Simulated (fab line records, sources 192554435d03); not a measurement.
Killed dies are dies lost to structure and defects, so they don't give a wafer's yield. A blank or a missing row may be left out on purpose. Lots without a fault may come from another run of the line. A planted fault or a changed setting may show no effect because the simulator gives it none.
Chamber matching | flow n5_finfet | N5_BEOL_M10_ETCH_62 on rie_diel-04: 4 sister chambers
The step etches SOC in N2/H2, target depth 110 nm, overetch 22 nm, time 165 s. 22 wafers are shown with their chamber, then 11 later ones without.

WAFERS WITH THEIR CHAMBER
wafer  | chamber | showerhead_plenum_p_Torr (Torr) | throttle_valve_pct (%) | drypump_motor_current_A (A)
L076.1 | 0       | 2.66                            | 17.68                  | 6.5
L076.4 | 3       | 2.68                            | 17.80                  | 6.0
L076.6 | 2       | 2.49                            | 17.21                  | 5.7
L075.1 | 1       | 2.68                            | 17.54                  | 6.1
L075.3 | 0       | 2.66                            | 17.67                  | 6.5
L075.4 | 2       | 2.49                            | 17.20                  | 5.8
L079.3 | 2       | 2.49                            | 17.20                  | 5.7
L079.5 | 3       | 2.68                            | 17.80                  | 5.9
L079.6 | 0       | 2.66                            | 17.67                  | 6.5
L080.2 | 2       | 2.48                            | 17.21                  | 5.8
L080.3 | 1       | 2.68                            | 17.56                  | 6.1
L080.4 | 3       | 2.68                            | 17.81                  | 5.9
L085.1 | 1       | 2.67                            | 17.56                  | 6.1
L085.3 | 2       | 2.48                            | 17.22                  | 5.8
L085.4 | 0       | 2.65                            | 17.72                  | 6.5
L086.1 | 0       | 2.65                            | 17.73                  | 6.5
L086.2 | 2       | 2.48                            | 17.23                  | 5.8
L086.4 | 3       | 2.67                            | 17.83                  | 5.9
L088.1 | 2       | 2.48                            | 17.23                  | 5.7
L088.3 | 0       | 2.65                            | 17.72                  | 6.5
L088.4 | 1       | 2.67                            | 17.58                  | 6.1
L089.1 | 2       | 2.47                            | 17.26                  | 5.8

SIGNATURES (means of the wafers above)
reading                  | chamber 0 | chamber 1 | chamber 2 | chamber 3 | scatter within a chamber
showerhead_plenum_p_Torr | 2.6550    | 2.6750    | 2.4825    | 2.6775    | 0.00612
throttle_valve_pct       | 17.6983   | 17.5600   | 17.2200   | 17.8100   | 0.0212
drypump_motor_current_A  | 6.500     | 6.100     | 5.763     | 5.925     | 0.0382
Rule: a wafer's distance from a chamber is the root of the sum, over the readings, of the square of ((its reading less the chamber's mean) divided by the reading's scatter). The wafer belongs to the nearest chamber; if the next one is less than 2 further off, it can't be placed. The scatter: the root of (the sum of the squares of (reading less its chamber's mean) over the shown wafers, divided by (wafers less chambers)).

WAFERS WITHOUT THEIR CHAMBER
wafer  | showerhead_plenum_p_Torr (Torr) | throttle_valve_pct (%) | drypump_motor_current_A (A)
L089.3 | 2.67                            | 17.85                  | 5.9
L089.6 | 2.67                            | 17.85                  | 6.0
L091.1 | 2.67                            | 17.85                  | 6.0
L091.4 | 2.47                            | 17.26                  | 5.7
L091.6 | 2.65                            | 17.76                  | 6.5
L095.2 | 2.66                            | 17.63                  | 6.1
L095.3 | 2.65                            | 17.76                  | 6.4
L095.4 | 2.47                            | 17.26                  | 5.8
L097.2 | 2.66                            | 17.62                  | 6.1
L097.3 | 2.66                            | 17.87                  | 6.0
L097.4 | 2.47                            | 17.28                  | 5.7

WHICH CHAMBER EACH WENT THROUGH
wafer  | from the rows above | in truth
L089.3 | 3                   | 3
L089.6 | 3                   | 3
L091.1 | 3                   | 3
L091.4 | 2                   | 2
L091.6 | 0                   | 0
L095.2 | 1                   | 1
L095.3 | 0                   | 0
L095.4 | 2                   | 2
L097.2 | 1                   | 1
L097.3 | 3                   | 3
L097.4 | 2                   | 2
Placed correctly: 11 of 11. Can't be placed from these rows: 0. Placed wrongly: 0.
